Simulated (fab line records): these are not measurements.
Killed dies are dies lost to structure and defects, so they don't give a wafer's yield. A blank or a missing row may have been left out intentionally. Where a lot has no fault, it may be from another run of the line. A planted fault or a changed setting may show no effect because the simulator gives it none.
Matching of chambers | flow n5_finfet | 4 sister chambers for N5_BEOL_M9_ETCH_61 on rie_diel-04
The step etches SiARC in CF4, target depth 39 nm, time 65 s. 16 wafers are shown with their chamber, then 8 later ones without.

== EACH WAFER AND ITS CHAMBER ==
wafer  | chamber | showerhead_plenum_p_Torr (Torr) | drypump_motor_current_A (A) | throttle_valve_pct (%)
L077.1 | 1       | 2.14                            | 6.5                         | 15.4
L077.3 | 2       | 2.20                            | 6.2                         | 16.0
L077.5 | 3       | 2.21                            | 5.3                         | 15.6
L080.1 | 1       | 2.14                            | 6.5                         | 15.4
L080.2 | 0       | 2.11                            | 5.5                         | 15.7
L080.6 | 3       | 2.21                            | 5.3                         | 15.6
L082.2 | 2       | 2.20                            | 6.1                         | 16.1
L082.4 | 1       | 2.14                            | 6.5                         | 15.4
L082.6 | 2       | 2.20                            | 6.1                         | 16.1
L083.2 | 1       | 2.14                            | 6.5                         | 15.4
L083.4 | 0       | 2.11                            | 5.6                         | 15.7
L083.5 | 1       | 2.14                            | 6.5                         | 15.4
L087.2 | 3       | 2.21                            | 5.3                         | 15.7
L087.4 | 1       | 2.13                            | 6.5                         | 15.4
L087.6 | 3       | 2.21                            | 5.3                         | 15.6
L086.1 | 2       | 2.20                            | 6.1                         | 15.5

SIGNATURES (means of the wafers above)
reading                  | chamber 0 | chamber 1 | chamber 2 | chamber 3 | scatter within a chamber
showerhead_plenum_p_Torr | 2.1100    | 2.1383    | 2.2000    | 2.2100    | 0.00264
drypump_motor_current_A  | 5.550     | 6.500     | 6.125     | 5.300     | 0.0323
throttle_valve_pct       | 15.700    | 15.400    | 15.925    | 15.625    | 0.146
Rule: distance of a wafer from a chamber = root of the sum over the readings of ((wafer's reading minus chamber's mean) / reading's scatter) squared. The wafer belongs to the nearest chamber; if the next one is less than 2 further off, it can't be placed. The scatter: take each reading less its chamber's mean, square it, sum over the shown wafers, divide by the number of wafers less the number of chambers, and take the root.

== WAFERS WITH NO CHAMBER GIVEN ==
wafer  | showerhead_plenum_p_Torr (Torr) | drypump_motor_current_A (A) | throttle_valve_pct (%)
L086.2 | 2.10                            | 5.5                         | 15.7
L086.5 | 2.20                            | 6.1                         | 15.5
L089.2 | 2.21                            | 5.3                         | 15.7
L089.4 | 2.10                            | 5.6                         | 15.7
L089.6 | 2.21                            | 5.3                         | 15.7
L094.4 | 2.19                            | 6.1                         | 15.5
L094.5 | 2.10                            | 5.6                         | 15.7
L094.6 | 2.13                            | 6.5                         | 15.4

== WHICH CHAMBER EACH ONE RAN IN ==
wafer  | from the rows above | in truth
L086.2 | 0                   | 0
L086.5 | 2                   | 2
L089.2 | 3                   | 3
L089.4 | 0                   | 0
L089.6 | 3                   | 3
L094.4 | 2                   | 2
L094.5 | 0                   | 0
L094.6 | 1                   | 1
8 of 8 placed correctly. Can't be placed from these rows: 0. Number placed wrongly: 0.
